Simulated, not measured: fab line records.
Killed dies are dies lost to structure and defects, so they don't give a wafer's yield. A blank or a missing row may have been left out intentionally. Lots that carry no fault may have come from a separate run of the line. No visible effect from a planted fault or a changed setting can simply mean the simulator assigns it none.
Which tool was responsible? ; flow n5_finfet ; 30 wafers from 10 lots sampled at 7 of the route's 1938 steps

## WHAT THE GAUGES SHOWED, per wafer
N5_STI_FIN_REVEAL_THK_MEAS_05. Usual: thk_nm reads 132.3 nm (standard deviation 1.2).
lot;measured;on;thk_nm (nm);flag
L805;day 2 10:11;film_metro-01;133.2 132.3 135.3;
L806;day 2 15:25;film_metro-02;134.2 131.2 133.2;
L809;day 3 11:52;film_metro-01;133.0 131.8 131.0;
L812;day 4 05:08;film_metro-01;131.7 133.3 132.6;
L814;day 4 14:43;film_metro-01;133.8 132.6 133.4;
L816;day 5 04:18;film_metro-01;133.3 130.5 132.4;
L818;day 5 17:47;film_metro-01;131.7 132.5 131.6;
L819;day 5 21:56;film_metro-01;131.6 130.9 132.3;
L820;day 6 03:16;film_metro-01;133.8 133.1 132.7;
L828;day 8 06:04;film_metro-01;132.4 132.4 134.6;

N5_DUMMY_GATE_THK_MEAS_05. Usual: thk_nm reads 72.5 nm (standard deviation 1.2).
lot;measured;on;thk_nm (nm);flag
L805;day 2 18:23;film_metro-01;71.4 72.0 70.6;
L806;day 3 01:57;film_metro-01;73.6 73.8 73.6;
L809;day 3 19:22;film_metro-01;72.9 72.9 73.1;
L812;day 4 13:36;film_metro-02;72.9 73.5 72.9;
L814;day 4 22:16;film_metro-01;74.0 74.9 72.8;
L816;day 5 12:17;film_metro-02;71.6 72.8 72.6;
L818;day 6 01:42;film_metro-01;2.0 2.0 2.0;OFF
L819;day 6 06:50;film_metro-01;2.0 2.0 2.0;OFF
L820;day 6 10:44;film_metro-01;2.0 2.0 2.0;OFF
L828;day 8 13:38;film_metro-02;73.1 74.0 73.3;

N5_DUMMY_GATE_CD_MEAS_24 targets a cd of 15 nm. Usual: cd_nm reads 14.9 nm (standard deviation 0.48).
lot;measured;on;cd_nm (nm);flag
L805;day 3 03:05;cd_sem-02;15.6 15.4 15.4;
L806;day 3 07:20;cd_sem-01;13.9 14.4 14.6;
L809;day 4 05:38;cd_sem-03;14.4 14.8 15.6;
L812;day 4 19:01;cd_sem-01;14.8 15.5 15.0;
L814;day 5 03:34;cd_sem-01;14.9 14.4 15.0;
L816;day 5 17:42;cd_sem-03;15.1 14.5 14.3;
L818;day 6 09:10;cd_sem-01;- - -;OFF
L819;day 6 15:12;cd_sem-01;- - -;OFF
L820;day 6 16:31;cd_sem-03;- - -;OFF
L828;day 8 20:02;cd_sem-03;15.0 14.3 14.5;

N5_BEOL_M4_RC_MEAS_101. Usual: DIBL_N 36.5 mV/V, standard deviation 1.9; DIBL_P 36.7 mV/V, standard deviation 2.1; IOFF_N 0.17 nA/um, standard deviation 0.035; IOFF_P 0.22 nA/um, standard deviation 0.042; ION_N 676 uA/um, standard deviation 10; ION_P 462 uA/um, standard deviation 8.1; SS_N 71.5 mV/dec, standard deviation 0.72; SS_P 73.4 mV/dec, standard deviation 0.7; VT_N 249 mV, standard deviation 3.1; VT_P -250 mV, standard deviation 3.9.
lot;measured;on;DIBL_N (mV/V);DIBL_P (mV/V);IOFF_N (nA/um);IOFF_P (nA/um);ION_N (uA/um);ION_P (uA/um);SS_N (mV/dec);SS_P (mV/dec);VT_N (mV);VT_P (mV);flag
L805;day 7 19:36;prober-01;34.5 34.9 33.1;32.9 34.7 31.6;0.12 0.14 0.10;0.18 0.21 0.16;675 687 660;460 476 457;70.9 71.1 70.9;72.8 73.2 72.6;253 248 257;-251 -250 -252;
L806;day 8 12:59;prober-02;38.3 38.4 36.6;40.1 40.2 36.9;0.21 0.22 0.18;0.31 0.31 0.25;678 695 681;466 481 471;72.6 71.9 72.8;74.4 74.1 73.3;250 245 249;-246 -244 -246;
L809;day 9 01:49;prober-02;38.4 35.4 36.1;38.6 36.4 35.7;0.18 0.14 0.14;0.23 0.21 0.20;680 681 662;461 466 459;72.2 71.0 72.2;74.0 73.9 73.5;251 251 252;-250 -249 -251;
L812;day 10 11:35;prober-02;38.5 36.0 36.5;39.7 35.4 36.6;0.21 0.16 0.16;0.28 0.20 0.22;699 676 683;476 465 466;71.8 70.9 71.2;74.3 72.7 73.5;246 249 249;-244 -248 -249;
L814;day 10 14:26;prober-01;36.7 38.7 34.5;37.1 39.7 34.2;0.16 0.20 0.11;0.21 0.26 0.17;675 681 657;461 468 457;72.2 72.9 70.7;73.9 74.5 72.2;250 247 252;-251 -246 -253;
L816;day 11 11:32;prober-01;36.3 36.8 36.6;37.6 37.1 36.7;0.17 0.16 0.16;0.22 0.21 0.20;675 675 678;460 460 462;71.7 70.9 71.9;72.8 73.0 73.3;248 251 249;-250 -251 -254;
L828;day 15 12:26;prober-01;35.8 37.7 35.5;36.4 38.7 36.3;0.18 0.19 0.16;0.24 0.26 0.23;683 674 682;470 460 472;71.4 72.8 71.3;73.4 73.5 73.2;247 246 249;-247 -248 -247;

## TOOL THAT RAN EACH LOT (tool first, then ch and the chambers of the sampled wafers, then the start)
lot;N5_STI_FIN_REVEAL_CMP_04;N5_STI_FIN_REVEAL_OXIDATION_31;N5_DUMMY_GATE_CVD_03
L805;cmp-03 ch 1,2,3, day 2 09:58;plasma_asher-01 ch 0,1, day 2 12:49;lpcvd-02 ch 0/100,0/109,0/90, day 2 14:24
L806;cmp-03 ch 0,1,3, day 2 15:11;plasma_asher-02 ch 0,1, day 2 18:35;lpcvd-02 ch 0/45,0/54,0/64, day 2 21:58
L809;cmp-02 ch 0,1, day 3 11:34;plasma_asher-02 ch 0, day 3 14:34;lpcvd-02 ch 0/70,0/79,0/89, day 3 15:24
L812;cmp-03 ch 1,2,3, day 4 04:55;plasma_asher-01 ch 0,1, day 4 07:50;lpcvd-01 ch 1/114,1/90,1/95, day 4 09:38
L814;cmp-03 ch 1,3, day 4 14:28;plasma_asher-01 ch 0,1, day 4 17:28;lpcvd-01 ch 0/70,0/79,0/89, day 4 18:18
L816;cmp-01 ch 1,2, day 5 04:01;plasma_asher-02 ch 0,1, day 5 06:59;lpcvd-01 ch 1/70,1/84,1/89, day 5 08:18
L818;cmp-02 ch 0,1,3, day 5 17:29;plasma_asher-01 ch 0, day 5 20:40;lpcvd-02 ch 1/70,1/75,1/89, day 5 21:43
L819;cmp-03 ch 0,1,3, day 5 21:38;plasma_asher-02 ch 0,1, day 6 00:35;lpcvd-01 ch 1/70,1/75,1/79, day 6 02:52
L820;cmp-03 ch 1,3, day 6 02:59;plasma_asher-01 ch 0,1, day 6 05:55;lpcvd-01 ch 1/104,1/114,1/90, day 6 06:46
L828;cmp-01 ch 1,2,3, day 8 05:51;plasma_asher-01 ch 0,1, day 8 08:47;lpcvd-02 ch 1/50,1/54,1/59, day 8 09:37
- N5_STI_FIN_REVEAL_CMP_04: polishes, stops on Si3N4, t overpolish 4 s, target thk 131.83 nm.
- N5_STI_FIN_REVEAL_OXIDATION_31: chemistry O2 PLASMA REMOTE, time 20 s.
- N5_DUMMY_GATE_CVD_03: deposits a-Si from SiH4, target thk 150 nm, time 8042 s.

## AS READ BY THE TOOLS THEMSELVES (means over the sampled wafers that have a number; for cases with no such wafer, the mark the record gives instead)
N5_STI_FIN_REVEAL_CMP_04. Usual: edge_zone_pressure_frac 1.001, standard deviation 0.0046; motor_current_A 8.2 A, standard deviation 0.88; overpolish_run_s 4.000 s, standard deviation 0.0084; pad_life_wafers 1247, standard deviation 640; time_to_endpoint_s 109 s, standard deviation 5.2.
lot;tool;edge_zone_pressure_frac;motor_current_A (A);overpolish_run_s (s);pad_life_wafers;time_to_endpoint_s (s);flag
L805;cmp-03;0.994;7.8;3.997;1928;115;
L806;cmp-03;1.000;7.5;3.998;1970;117;
L809;cmp-02;0.999;9.4;4.001;1554;109;
L812;cmp-03;1.000;7.8;4.011;110;104;
L814;cmp-03;1.005;8.1;4.004;194;105;
L816;cmp-01;0.999;8.3;4.001;1182;104;
L818;cmp-02;1.001;8.8;3.999;1964;110;
L819;cmp-03;0.997;7.8;4.004;409;107;
L820;cmp-03;1.003;7.8;4.001;445;109;
L828;cmp-01;1.005;7.9;3.999;1790;111;

N5_STI_FIN_REVEAL_OXIDATION_31. Usual: drypump_motor_current_A 5.21 A, standard deviation 0.26; heater_power_w 146 W, standard deviation 17.
lot;tool;drypump_motor_current_A (A);heater_power_w (W);flag
L805;plasma_asher-01;5.25;129;
L806;plasma_asher-02;5.32;165;
L809;plasma_asher-02;5.38;170;
L812;plasma_asher-01;5.26;131;
L814;plasma_asher-01;5.03;137;
L816;plasma_asher-02;5.34;167;
L818;plasma_asher-01;4.82;145;
L819;plasma_asher-02;5.26;158;
L820;plasma_asher-01;5.25;128;
L828;plasma_asher-01;5.04;136;

N5_DUMMY_GATE_CVD_03. Usual: spike_tc_bottom_C 552.9 C, standard deviation 1.7; spike_tc_centre_C 529.6 C, standard deviation 1.2; spike_tc_lower_C 530.7 C, standard deviation 0.7.
lot;tool;spike_tc_bottom_C (C);spike_tc_centre_C (C);spike_tc_lower_C (C);flag
L805;lpcvd-02;555.0;529.1;530.6;
L806;lpcvd-02;554.0;529.8;530.2;
L809;lpcvd-02;554.5;529.3;530.2;
L812;lpcvd-01;552.2;531.7;531.5;
L814;lpcvd-01;549.3;529.9;532.0;
L816;lpcvd-01;553.2;531.4;531.4;
L818;lpcvd-02;-;-;-;OFF
L819;lpcvd-01;-;-;-;OFF
L820;lpcvd-01;-;-;-;OFF
L828;lpcvd-02;552.0;527.9;529.9;

## THE ANSWER, worked out from the rows above alone
Rule: take the mean of a lot's wafers that have a number; if it is more than 3 standard deviations from the usual mean, the lot is off. Also off: a lot with no number at a reading for which 4 or more lots have one. Where the step has rows for the other lots, those lots are counted as sound. The gauges are gone through in route order, then the tools' own readings, and for those a lot's mean is taken as printed above. The first step at which some lot is off is used, and at that step the reading that is off furthest; a lot without a number counts as furthest.
Off at N5_DUMMY_GATE_THK_MEAS_05 (thk_nm): L818, L819, L820.
A tool fits if, at a process step before that reading, it ran every lot that is off, and no sound lot after the first of them. Not tried: the gauges at N5_DUMMY_GATE_THK_MEAS_05; whatever is off there is also off at N5_DUMMY_GATE_CD_MEAS_24, on other tools, and gauge error can't account for it. No candidate that was tried fits.

## WHAT WAS PUT IN BY THE SIMULATOR
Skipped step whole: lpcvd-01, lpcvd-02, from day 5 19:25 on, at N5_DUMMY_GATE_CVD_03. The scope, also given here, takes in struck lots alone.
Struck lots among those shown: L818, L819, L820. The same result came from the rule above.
